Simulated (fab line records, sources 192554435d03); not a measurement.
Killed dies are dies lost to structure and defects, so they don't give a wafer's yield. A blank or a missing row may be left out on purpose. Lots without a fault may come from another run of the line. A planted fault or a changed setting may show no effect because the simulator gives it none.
A struck lot beside a sound one | flow n5_finfet | 14 steps out of a route of 1938
Sound: wafers L635.3, L635.5, L635.6. Struck: wafers L625.2, L625.5, L625.6. The cause comes at the end.
At each step with rows: each side's tool, then ch and its chambers, then its first start. Under that, the readings that differ: sound wafers | struck wafers | difference of the means | sigmas: that difference in standard deviations of wafers without a fault.
alike: readings whose means differ by less than 2 such deviations, and words and numbers that are the same on both sides. not compared: withheld readings, readings that some wafer has no value for, bounds like >300 that may hide the same value, and numbers for which the record gives no deviation and whose values overlap.
The two part at a step that has a row with sigmas, a row that says differs or no value, or rows on one side only. Numbers that don't overlap but have no deviation are shown without sigmas and don't part them. A reading that every wafer of one side lacks parts them only if that side has two wafers or more.

first, 4 steps without rows for these wafers: N5_HKMG_FIN_PRECLEAN_64 (cleans in dHF, time 30 s); N5_HKMG_FIN_WET_ETCH_65 (etches a-Si in TMAH, stops on TiN, time 49 s, target depth 3 nm); N5_HKMG_FIN_WET_ETCH_81 (etches TiN in SC1, stops on HfO2, time 57 s, target depth 6 nm); N5_HKMG_FIN_WET_ETCH_82 (etches La2O3 in dHCl, stops on HfO2, target depth 2 nm, rinse time 30 s).
N5_HKMG_FIN_ALD_36: deposits TiN, target thk 1 nm, pulse time 1 s, purge time 3 s.
  sound on ald_metal-02 ch 2,3, day 8 01:42; struck on ald_metal-01 ch 1,2, day 5 14:05
  reading            | sound          | struck      | difference | sigmas
  heater_power_w (W) | 1165 1105 1193 | 826 844 911 | -294       | -2
  alike: precursor_pulse_height_rel
N5_HKMG_FIN_THK_MEAS_70: measures by xrf.
  sound on film_metro-02, day 8 01:59; struck on film_metro-02, day 5 14:22
  alike: HK_THK
N5_HKMG_FIN_PWFM_ALD_03: deposits TiN, target thk 2 nm, pulse time 1 s, purge time 3 s.
  sound on ald_metal-04 ch 0,1,3, day 8 02:01; struck on ald_metal-04 ch 0,1,3, day 5 14:23
  alike: heater_power_w, precursor_pulse_height_rel
then, 5 steps without rows for these wafers: N5_HKMG_FIN_COAT_29 (time 60 s, resist thk 300 nm); N5_HKMG_FIN_COAT_30 (time 60 s, resist thk 35 nm); N5_HKMG_FIN_COAT_06 (resist thk 90 nm); N5_HKMG_FIN_EBR_08; N5_HKMG_FIN_SOFTBAKE_07 (time 60 s).
N5_HKMG_FIN_EXPOSE_09: exposes mask NWFM.
  sound on arfi_scanner-02 ch 0, day 8 02:44; struck on arfi_scanner-01, day 5 15:07
  no value came back on the struck wafers for exposure_dose_mJ_cm2, focus_offset_nm (nm), sigma_outer; on the sound wafers exposure_dose_mJ_cm2 reads 39.19 39.14 39.13
  alike: mask
then, 1 step without rows for these wafers: N5_HKMG_FIN_PEB_10 (peb time 60 s).

WHERE THEY PART
First at N5_HKMG_FIN_ALD_36; last, within this record, at N5_HKMG_FIN_EXPOSE_09.

WHY: what the simulator had put in
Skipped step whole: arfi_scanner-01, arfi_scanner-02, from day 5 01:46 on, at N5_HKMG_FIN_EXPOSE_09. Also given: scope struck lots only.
